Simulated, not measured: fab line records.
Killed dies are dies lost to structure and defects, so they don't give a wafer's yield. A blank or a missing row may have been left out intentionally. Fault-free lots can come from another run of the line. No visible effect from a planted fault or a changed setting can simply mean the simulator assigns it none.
fab line records	flow n5-finfet
record lots=24	wafers=72	last-day=24
route steps=1938 shown BEOL_M4@1099 BEOL_M5@1115
lots that met no fault: from a run of the same line without faults
start-h: hours from the record's first day to the start of the lot's first wafer shown	wait-h: time in hours since the lot's previous step	" unchanged from the row above	L1.1+2: a single row standing in for several wafers	- either no value or no given start	* or withheld: withheld	< > ~ a bound
route shown NAME@n: a module of which the file shows steps, and the number in the route of the first	usual: mean/standard deviation of fault-free wafers	same: alike in all rows	chamber/n: place in a boat	sites: the reading at each site	_std_site: standard deviation across them	_edge_site: the outer-site mean with the inner-site mean subtracted	radius-mm: for every site, how far away it sits from the centre of the wafer	mask NAME#n: copy n	behind: the most recent tool/chamber to have shaped the wafer	hold: reason for holding the lot/hours on hold/outcome of the hold	device: which transistor (n, p or np) failed to switch	end of line: tests run on the same wafers once the route is complete	a step without rows: its recipe alone	killed: dies that structure and defects cost at the first sort, which is not the same as the wafer's yield	map: per-die view of a wafer (x killed, . not killed, _ where there is no die)
set.NAME: the setting as run; set.NAME@STEP: as run at that earlier step	model.NAME: the simulator's own value behind a step, which no gauge read
the route's steps for a sample of lots (tables are steps, rows are wafers)
services: when a tool's chamber went out of use (start-h, in hours from the record's first day, below 0 if earlier), for how many hours, and the reason
## steps
# step N5_BEOL_M4_ANNEAL_95
# recipe temp-c=400	time-s=240	ambient=vacuum
# usual heater-power-w=836/76	susceptor_temp_C_max=400.9/0.41
lot.wafer	tool	chamber	start-h	wait-h	heater-power-w	susceptor_temp_C_max
L075.1	pvd-sputter-03	-	304.96	0.0	875	402.7
L075.4	"	-	"	"	801	401.2
L075.6	"	-	"	"	866	401.6
L078.2	pvd-sputter-03	-	315.08	0.0	861	401.7
L078.4	"	-	"	"	900	400.8
L078.6	"	-	"	"	864	401.3
L077.2	pvd-sputter-01	-	330.86	0.0	929	400.8
L077.3	"	-	"	"	835	401.0
L077.6	"	-	"	"	953	400.8
L084.1	pvd-sputter-02	-	331.25	0.0	787	401.4
L084.2	"	-	"	"	850	400.4
L084.3	"	-	"	"	913	401.0
L074.2	pvd-sputter-01	-	346.35	0.0	699	401.3
L074.4	"	-	"	"	842	400.4
L074.5	"	-	"	"	941	400.8
L079.1	pvd-sputter-01	-	351.28	0.0	963	400.8
L079.2	"	-	"	"	701	401.5
L079.3	"	-	"	"	835	400.3
L080.1	pvd-sputter-01	-	359.03	0.0	703	401.2
L080.5	"	-	"	"	940	400.7
L080.6	"	-	"	"	841	400.6
L076.2	pvd-sputter-02	-	370.20	0.0	913	400.8
L076.4	"	-	"	"	841	401.0
L076.6	"	-	"	"	914	400.3
L083.1	pvd-sputter-03	-	381.48	0.0	727	400.6
L083.3	"	-	"	"	882	401.3
L083.4	"	-	"	"	871	401.7
L081.2	pvd-sputter-01	-	386.28	0.0	828	400.8
L081.3	"	-	"	"	850	400.3
L081.5	"	-	"	"	936	400.5
L082.1	pvd-sputter-02	-	389.70	0.0	841	400.9
L082.5	"	-	"	"	924	401.0
L082.6	"	-	"	"	826	400.7
L085.1	pvd-sputter-03	-	390.08	0.0	822	400.8
L085.4	"	-	"	"	868	401.1
L085.5	"	-	"	"	855	401.7
L087.2	pvd-sputter-03	-	397.98	0.0	821	400.7
L087.4	"	-	"	"	895	401.8
L087.6	"	-	"	"	707	400.8
L091.2	pvd-sputter-02	-	398.05	0.0	901	400.6
L091.4	"	-	"	"	768	400.9
L091.5	"	-	"	"	898	400.7
L086.2	pvd-sputter-01	-	401.26	0.0	966	400.5
L086.3	"	-	"	"	712	400.6
L086.4	"	-	"	"	872	401.0
L090.2	pvd-sputter-01	-	403.10	0.0	846	400.6
L090.5	"	-	"	"	965	400.9
L090.6	"	-	"	"	837	401.1
L088.3	pvd-sputter-01	-	408.70	0.0	835	400.8
L088.4	"	-	"	"	841	400.8
L088.5	"	-	"	"	825	400.7
L089.2	pvd-sputter-03	-	413.07	0.0	878	401.7
L089.4	"	-	"	"	701	401.1
L089.5	"	-	"	"	721	401.1
L093.2	pvd-sputter-02	-	433.16	0.0	928	400.4
L093.3	"	-	"	"	837	400.7
L093.4	"	-	"	"	746	401.4
L092.2	pvd-sputter-03	-	434.27	0.0	709	401.3
L092.3	"	-	"	"	881	401.3
L092.4	"	-	"	"	850	401.7
L095.4	pvd-sputter-01	-	434.88	0.0	842	400.9
L095.5	"	-	"	"	705	401.1
L095.6	"	-	"	"	827	401.0
L094.3	pvd-sputter-01	-	458.69	0.0	821	401.1
L094.4	"	-	"	"	843	400.6
L094.6	"	-	"	"	857	400.4
L096.1	pvd-sputter-03	-	460.19	0.0	844	401.2
L096.2	"	-	"	"	869	401.5
L096.6	"	-	"	"	817	400.9
L097.1	pvd-sputter-02	-	466.79	0.0	919	400.5
L097.4	"	-	"	"	829	401.0
L097.6	"	-	"	"	760	400.8
# step N5_BEOL_M4_SPUTTER_96
# recipe material=Cu	target-thk-a=45	temp-c=-20	chamber-pressure-pa=0.07	power-w=withheld	time-s=8.29
# usual throttle-valve-pct=29.7/1.2
lot.wafer	tool	chamber	start-h	wait-h	throttle-valve-pct
L075.1	pvd-sputter-03	-	305.10	0.1	30.9
L075.4	"	-	"	"	30.0
L075.6	"	-	"	"	31.1
L078.2	pvd-sputter-03	-	315.22	0.1	31.1
L078.4	"	-	"	"	29.9
L078.6	"	-	"	"	31.0
L077.2	pvd-sputter-01	-	331.00	0.1	28.9
L077.3	"	-	"	"	28.5
L077.6	"	-	"	"	29.2
L084.1	pvd-sputter-02	-	331.39	0.1	30.0
L084.2	"	-	"	"	30.3
L084.3	"	-	"	"	31.2
L074.2	pvd-sputter-01	-	346.49	0.1	30.9
L074.4	"	-	"	"	27.6
L074.5	"	-	"	"	28.9
L079.1	pvd-sputter-01	-	351.42	0.1	28.8
L079.2	"	-	"	"	31.0
L079.3	"	-	"	"	27.4
L080.1	pvd-sputter-01	-	359.17	0.1	31.1
L080.5	"	-	"	"	28.7
L080.6	"	-	"	"	28.6
L076.2	pvd-sputter-02	-	370.34	0.1	31.3
L076.4	"	-	"	"	30.4
L076.6	"	-	"	"	31.5
L083.1	pvd-sputter-03	-	381.62	0.1	29.8
L083.3	"	-	"	"	29.7
L083.4	"	-	"	"	31.0
L081.2	pvd-sputter-01	-	386.42	0.1	28.5
L081.3	"	-	"	"	27.3
L081.5	"	-	"	"	29.0
L082.1	pvd-sputter-02	-	389.84	0.1	30.2
L082.5	"	-	"	"	31.6
L082.6	"	-	"	"	30.2
L085.1	pvd-sputter-03	-	390.22	0.1	29.8
L085.4	"	-	"	"	30.0
L085.5	"	-	"	"	30.9
L087.2	pvd-sputter-03	-	398.12	0.1	29.6
L087.4	"	-	"	"	30.9
L087.6	"	-	"	"	29.8
L091.2	pvd-sputter-02	-	398.19	0.1	31.0
L091.4	"	-	"	"	30.0
L091.5	"	-	"	"	31.5
L086.2	pvd-sputter-01	-	401.40	0.1	28.9
L086.3	"	-	"	"	31.3
L086.4	"	-	"	"	28.4
L090.2	pvd-sputter-01	-	403.24	0.1	27.2
L090.5	"	-	"	"	28.7
L090.6	"	-	"	"	28.4
L088.3	pvd-sputter-01	-	408.84	0.1	27.4
L088.4	"	-	"	"	28.6
L088.5	"	-	"	"	27.4
L089.2	pvd-sputter-03	-	413.21	0.1	30.8
L089.4	"	-	"	"	29.7
L089.5	"	-	"	"	29.8
L093.2	pvd-sputter-02	-	433.30	0.1	31.1
L093.3	"	-	"	"	30.3
L093.4	"	-	"	"	29.8
L092.2	pvd-sputter-03	-	434.41	0.1	30.1
L092.3	"	-	"	"	29.4
L092.4	"	-	"	"	30.8
L095.4	pvd-sputter-01	-	435.02	0.1	28.6
L095.5	"	-	"	"	30.9
L095.6	"	-	"	"	27.1
L094.3	pvd-sputter-01	-	458.83	0.1	28.7
L094.4	"	-	"	"	27.4
L094.6	"	-	"	"	27.2
L096.1	pvd-sputter-03	-	460.33	0.1	30.0
L096.2	"	-	"	"	29.8
L096.6	"	-	"	"	29.8
L097.1	pvd-sputter-02	-	466.93	0.1	31.4
L097.4	"	-	"	"	30.4
L097.6	"	-	"	"	30.0
# step N5_BEOL_M4_INSPECT_59
# recipe inspect-instrument=darkfield	mode=post-dep
# usual raw-defect-count=78/28
lot.wafer	tool	chamber	start-h	wait-h	raw-defect-count
L075.1	defect-inspect-02	-	306.19	0.0	30
L075.4	"	-	"	"	37
L075.6	"	-	"	"	33
L078.2	defect-inspect-01	-	316.46	0.0	79
L078.4	"	-	"	"	61
L078.6	"	-	"	"	99
L077.2	defect-inspect-01	-	332.07	0.0	136
L077.3	"	-	"	"	104
L077.6	"	-	"	"	138
L084.1	defect-inspect-02	-	332.47	0.0	85
L084.2	"	-	"	"	46
L084.3	"	-	"	"	56
L074.2	defect-inspect-01	-	347.59	0.0	134
L074.4	"	-	"	"	83
L074.5	"	-	"	"	42
L079.1	defect-inspect-01	-	353.04	0.0	61
L079.2	"	-	"	"	93
L079.3	"	-	"	"	92
L080.1	defect-inspect-02	-	360.45	0.0	50
L080.5	"	-	"	"	116
L080.6	"	-	"	"	75
L076.2	defect-inspect-02	-	371.42	0.0	64
L076.4	"	-	"	"	79
L076.6	"	-	"	"	60
L083.1	defect-inspect-02	-	382.69	0.0	47
L083.3	"	-	"	"	39
L083.4	"	-	"	"	39
L081.2	defect-inspect-01	-	387.52	0.0	82
L081.3	"	-	"	"	92
L081.5	"	-	"	"	75
L082.1	defect-inspect-01	-	390.91	0.0	110
L082.5	"	-	"	"	79
L082.6	"	-	"	"	52
L085.1	defect-inspect-02	-	391.29	0.0	29
L085.4	"	-	"	"	54
L085.5	"	-	"	"	44
L087.2	defect-inspect-01	-	399.22	0.0	62
L087.4	"	-	"	"	49
L087.6	"	-	"	"	94
L091.2	defect-inspect-01	-	399.34	0.0	49
L091.4	"	-	"	"	53
L091.5	"	-	"	"	67
L086.2	defect-inspect-02	-	402.52	0.0	58
L086.3	"	-	"	"	37
L086.4	"	-	"	"	46
L090.2	defect-inspect-01	-	404.33	0.0	103
L090.5	"	-	"	"	92
L090.6	"	-	"	"	126
L088.3	defect-inspect-02	-	409.92	0.0	56
L088.4	"	-	"	"	86
L088.5	"	-	"	"	103
L089.2	defect-inspect-01	-	414.31	0.0	111
L089.4	"	-	"	"	100
L089.5	"	-	"	"	86
L093.2	defect-inspect-02	-	434.38	0.0	100
L093.3	"	-	"	"	49
L093.4	"	-	"	"	51
L092.2	defect-inspect-01	-	435.57	0.0	61
L092.3	"	-	"	"	108
L092.4	"	-	"	"	88
L095.4	defect-inspect-01	-	436.10	0.0	70
L095.5	"	-	"	"	61
L095.6	"	-	"	"	90
L094.3	defect-inspect-01	-	459.90	0.0	67
L094.4	"	-	"	"	76
L094.6	"	-	"	"	59
L096.1	defect-inspect-02	-	461.40	0.0	134
L096.2	"	-	"	"	84
L096.6	"	-	"	"	104
L097.1	defect-inspect-01	-	468.01	0.0	117
L097.4	"	-	"	"	107
L097.6	"	-	"	"	60
# step N5_BEOL_M5_PECVD_70
# recipe material=SiO2	target-thk-a=160	temp-c=400	precursor=TEOS/O2	pressure-torr=5.5	rf-w=450	teos-flow-sccm=53.8	gas=O2	flow-sccm=3000	time-s=18
# usual heater-power-outer-w=414/79	heater-power-w=688/120	showerhead-plenum-p-Torr=8.81/0.062	throttle-valve-pct=22.2/0.95
lot.wafer	tool	chamber	start-h	wait-h	heater-power-outer-w	heater-power-w	showerhead-plenum-p-Torr	throttle-valve-pct
L075.1	pecvd-02	1	307.88	0.0	301	513	8.82	20.3
L075.4	"	1	"	"	305	519	8.81	20.3
L075.6	"	0	"	"	298	553	8.85	23.0
L078.2	pecvd-03	0	318.05	0.0	517	894	8.76	23.0
L078.4	"	0	"	"	387	735	8.75	22.9
L078.6	"	2	"	"	518	839	8.83	22.4
L077.2	pecvd-01	0	333.69	0.0	440	700	8.82	23.0
L077.3	"	2	"	"	405	609	8.84	20.7
L077.6	"	1	"	"	499	859	8.92	22.3
L084.1	pecvd-01	0	334.07	0.0	463	722	8.78	22.9
L084.2	"	1	"	"	477	818	8.90	22.1
L084.3	"	2	"	"	413	616	8.81	21.1
L074.2	pecvd-02	0	349.19	0.0	263	513	8.85	22.6
L074.4	"	1	"	"	315	528	8.81	20.1
L074.5	"	0	"	"	263	512	8.83	22.6
L079.1	pecvd-03	0	355.11	0.0	459	792	8.76	22.9
L079.2	"	1	"	"	411	697	8.82	22.5
L079.3	"	2	"	"	471	785	8.82	22.3
L080.1	pecvd-02	0	362.53	0.0	286	529	8.86	22.5
L080.5	"	1	"	"	337	567	8.83	20.6
L080.6	"	0	"	"	279	547	8.84	22.7
L076.2	pecvd-01	0	373.01	0.0	444	704	8.79	22.8
L076.4	"	2	"	"	342	514	8.80	20.5
L076.6	"	1	"	"	442	779	8.90	22.2
L083.1	pecvd-01	2	384.30	0.0	417	628	8.81	21.1
L083.3	"	1	"	"	450	768	8.89	22.1
L083.4	"	0	"	"	461	728	8.79	22.8
L081.2	pecvd-01	1	389.12	0.0	446	782	8.90	22.2
L081.3	"	2	"	"	424	613	8.82	20.8
L081.5	"	0	"	"	449	697	8.80	22.9
L082.1	pecvd-03	0	392.51	0.0	470	800	8.73	23.1
L082.5	"	0	"	"	466	834	8.76	23.2
L082.6	"	1	"	"	408	716	8.84	22.9
L085.1	pecvd-01	0	394.35	0.0	444	682	8.84	22.8
L085.4	"	2	"	"	417	607	8.84	20.9
L085.5	"	0	"	"	441	695	8.78	23.1
L091.2	pecvd-02	1	400.95	0.0	308	537	8.82	20.3
L091.4	"	0	"	"	250	469	8.85	23.2
L091.5	"	1	"	"	316	523	8.82	20.6
L087.2	pecvd-03	0	401.30	0.0	512	883	8.77	23.4
L087.4	"	1	"	"	368	672	8.83	22.6
L087.6	"	0	"	"	500	872	8.77	23.0
L086.2	pecvd-03	0	404.61	0.0	474	841	8.79	23.4
L086.3	"	1	"	"	337	633	8.84	22.3
L086.4	"	2	"	"	528	857	8.84	22.4
L090.2	pecvd-03	0	405.95	0.0	428	790	8.77	23.2
L090.5	"	0	"	"	434	762	8.76	23.0
L090.6	"	1	"	"	391	686	8.83	22.6
L088.3	pecvd-01	2	411.53	0.1	386	563	8.84	21.1
L088.4	"	0	"	"	480	738	8.80	22.9
L088.5	"	0	"	"	474	748	8.80	22.9
L089.2	pecvd-02	2	415.91	0.0	487	732	8.68	22.6
L089.4	"	2	"	"	483	745	8.65	22.4
L089.5	"	0	"	"	317	550	8.84	22.8
L093.2	pecvd-02	2	436.46	0.0	442	664	8.69	22.5
L093.3	"	1	"	"	287	501	8.81	20.3
L093.4	"	0	"	"	266	519	8.85	22.7
L092.2	pecvd-01	2	437.16	0.0	372	546	8.83	21.2
L092.3	"	1	"	"	490	838	8.89	20.7
L092.4	"	1	"	"	474	839	8.89	20.5
L095.4	pecvd-03	1	438.20	0.1	404	712	8.84	22.3
L095.5	"	0	"	"	502	863	8.76	23.4
L095.6	"	2	"	"	540	867	8.85	22.7
L094.3	pecvd-02	0	462.41	0.0	251	507	8.84	22.9
L094.4	"	1	"	"	312	526	8.83	20.6
L094.6	"	0	"	"	260	504	8.84	23.0
L096.1	pecvd-03	2	463.01	0.0	544	913	8.84	22.8
L096.2	"	0	"	"	501	874	8.76	23.5
L096.6	"	0	"	"	507	879	8.76	23.5
L097.1	pecvd-02	0	469.61	0.0	282	535	8.87	23.1
L097.4	"	2	"	"	486	746	8.65	22.6
L097.6	"	1	"	"	323	542	8.81	20.4
# step N5_BEOL_M5_HM_DEP_02
# recipe material=TiN	target-thk-a=200	temp-c=25	chamber-pressure-pa=0.49996
# usual throttle-valve-pct=29.8/1.1
lot.wafer	tool	chamber	start-h	wait-h	throttle-valve-pct
L075.1	pvd-sputter-03	-	308.88	1.0	30.7
L075.4	"	-	"	"	29.8
L075.6	"	-	"	"	29.5
L078.2	pvd-sputter-01	-	318.41	0.3	27.2
L078.4	"	-	"	"	28.7
L078.6	"	-	"	"	29.1
L077.2	pvd-sputter-03	-	334.71	1.0	29.7
L077.3	"	-	"	"	29.8
L077.6	"	-	"	"	30.8
L084.1	pvd-sputter-03	-	336.65	2.6	31.0
L084.2	"	-	"	"	29.9
L084.3	"	-	"	"	29.9
L074.2	pvd-sputter-01	-	349.34	0.1	28.9
L074.4	"	-	"	"	28.8
L074.5	"	-	"	"	30.7
L079.1	pvd-sputter-03	-	355.17	0.0	30.0
L079.2	"	-	"	"	30.9
L079.3	"	-	"	"	30.0
L080.1	pvd-sputter-01	-	362.58	0.0	28.7
L080.5	"	-	"	"	31.1
L080.6	"	-	"	"	27.5
L076.2	pvd-sputter-03	-	373.52	0.5	30.9
L076.4	"	-	"	"	29.8
L076.6	"	-	"	"	29.7
L083.1	pvd-sputter-03	-	385.92	1.6	30.9
L083.3	"	-	"	"	29.8
L083.4	"	-	"	"	29.8
L081.2	pvd-sputter-03	-	390.70	1.6	29.9
L081.3	"	-	"	"	30.0
L081.5	"	-	"	"	30.0
L082.1	pvd-sputter-01	-	393.30	0.8	28.7
L082.5	"	-	"	"	28.8
L082.6	"	-	"	"	28.8
L085.1	pvd-sputter-03	-	398.52	4.1	29.9
L085.4	"	-	"	"	29.9
L085.5	"	-	"	"	29.9
L091.2	pvd-sputter-02	-	402.85	1.9	31.2
L091.4	"	-	"	"	30.0
L091.5	"	-	"	"	31.2
L087.2	pvd-sputter-02	-	403.05	1.7	30.4
L087.4	"	-	"	"	30.1
L087.6	"	-	"	"	31.2
L086.2	pvd-sputter-03	-	405.86	1.2	31.1
L086.3	"	-	"	"	29.9
L086.4	"	-	"	"	29.8
L090.2	pvd-sputter-03	-	406.56	0.6	30.0
L090.5	"	-	"	"	29.8
L090.6	"	-	"	"	29.7
L088.3	pvd-sputter-02	-	413.15	1.6	31.2
L088.4	"	-	"	"	31.2
L088.5	"	-	"	"	30.2
L089.2	pvd-sputter-01	-	417.31	1.4	28.9
L089.4	"	-	"	"	27.9
L089.5	"	-	"	"	30.8
L093.2	pvd-sputter-01	-	437.50	1.0	27.3
L093.3	"	-	"	"	29.0
L093.4	"	-	"	"	31.1
L092.2	pvd-sputter-02	-	437.64	0.5	31.4
L092.3	"	-	"	"	30.0
L092.4	"	-	"	"	30.1
L095.4	pvd-sputter-02	-	438.26	0.0	31.4
L095.5	"	-	"	"	31.1
L095.6	"	-	"	"	30.9
L094.3	pvd-sputter-01	-	464.14	1.7	31.0
L094.4	"	-	"	"	28.8
L094.6	"	-	"	"	27.3
L096.1	pvd-sputter-01	-	464.34	1.3	29.1
L096.2	"	-	"	"	27.2
L096.6	"	-	"	"	28.8
L097.1	pvd-sputter-01	-	472.26	2.6	27.1
L097.4	"	-	"	"	31.0
L097.6	"	-	"	"	31.1
# step N5_BEOL_M5_INSPECT_13
# recipe mode=adi	inspect-instrument=brightfield
# usual raw-defect-count=417/110
lot.wafer	tool	chamber	start-h	wait-h	raw-defect-count
L075.1	defect-inspect-02	-	309.36	0.1	307
L075.4	"	-	"	"	303
L075.6	"	-	"	"	382
L078.2	defect-inspect-02	-	319.02	0.0	500
L078.4	"	-	"	"	540
L078.6	"	-	"	"	538
L077.2	defect-inspect-01	-	335.32	0.0	486
L077.3	"	-	"	"	349
L077.6	"	-	"	"	417
L084.1	defect-inspect-01	-	337.26	0.1	362
L084.2	"	-	"	"	412
L084.3	"	-	"	"	445
L074.2	defect-inspect-01	-	349.82	0.0	642
L074.4	"	-	"	"	520
L074.5	"	-	"	"	359
L079.1	defect-inspect-02	-	355.78	0.1	303
L079.2	"	-	"	"	312
L079.3	"	-	"	"	383
L080.1	defect-inspect-02	-	363.09	0.1	383
L080.5	"	-	"	"	551
L080.6	"	-	"	"	364
L076.2	defect-inspect-02	-	374.00	0.0	347
L076.4	"	-	"	"	299
L076.6	"	-	"	"	236
L083.1	defect-inspect-01	-	386.40	0.1	399
L083.3	"	-	"	"	396
L083.4	"	-	"	"	347
L081.2	defect-inspect-01	-	391.18	0.0	409
L081.3	"	-	"	"	478
L081.5	"	-	"	"	414
L082.1	defect-inspect-01	-	393.77	0.1	516
L082.5	"	-	"	"	352
L082.6	"	-	"	"	377
L085.1	defect-inspect-01	-	399.00	0.1	343
L085.4	"	-	"	"	354
L085.5	"	-	"	"	376
L091.2	defect-inspect-02	-	403.45	0.0	330
L091.4	"	-	"	"	288
L091.5	"	-	"	"	329
L087.2	defect-inspect-02	-	403.53	0.0	297
L087.4	"	-	"	"	272
L087.6	"	-	"	"	471
L086.2	defect-inspect-02	-	406.47	0.0	387
L086.3	"	-	"	"	272
L086.4	"	-	"	"	347
L090.2	defect-inspect-02	-	407.17	0.0	328
L090.5	"	-	"	"	317
L090.6	"	-	"	"	509
L088.3	defect-inspect-01	-	413.76	0.0	419
L088.4	"	-	"	"	457
L088.5	"	-	"	"	398
L089.2	defect-inspect-02	-	417.93	0.0	425
L089.4	"	-	"	"	383
L089.5	"	-	"	"	347
L093.2	defect-inspect-02	-	437.98	0.0	391
L093.3	"	-	"	"	345
L093.4	"	-	"	"	309
L092.2	defect-inspect-02	-	438.13	0.0	279
L092.3	"	-	"	"	388
L092.4	"	-	"	"	254
L095.4	defect-inspect-02	-	438.74	0.0	448
L095.5	"	-	"	"	373
L095.6	"	-	"	"	528
L094.3	defect-inspect-01	-	464.76	0.1	453
L094.4	"	-	"	"	561
L094.6	"	-	"	"	511
L096.1	defect-inspect-01	-	464.95	0.1	694
L096.2	"	-	"	"	550
L096.6	"	-	"	"	823
L097.1	defect-inspect-02	-	472.74	0.1	469
L097.4	"	-	"	"	486
L097.6	"	-	"	"	345
## services
tool	chamber	start-h	hours	kind
pecvd-02	1	285.89	2.1	scheduled-down
pecvd-01	0	290.63	3.5	repair
pecvd-01	-	299.92	1.6	repair
pecvd-03	0	305.25	2.1	scheduled-down
pecvd-02	0	345.10	2.8	repair
pecvd-01	-	345.97	2.8	pm
pecvd-03	2	378.09	4.2	repair
pecvd-03	2	388.56	5.0	scheduled-down
pecvd-01	1	391.49	6.6	repair
pecvd-01	1	398.12	-	clean
pecvd-01	1	398.12	-	consumable-replace:showerhead
pecvd-01	1	398.12	29.0	scheduled-down
pecvd-01	1	398.12	29.0	vent-cycle
pecvd-02	2	412.23	2.6	repair
pecvd-01	-	418.73	2.0	repair
pecvd-02	-	430.83	0.7	repair
pecvd-02	0	437.61	12.9	repair
pvd-sputter-01	-	437.89	2.9	repair
pecvd-01	-	439.33	0.8	pm
pecvd-03	-	445.76	6.0	pm
pecvd-02	0	450.51	2.1	scheduled-down
pvd-sputter-01	-	460.30	2.2	repair
pvd-sputter-01	-	466.61	5.2	repair
## key
fault none
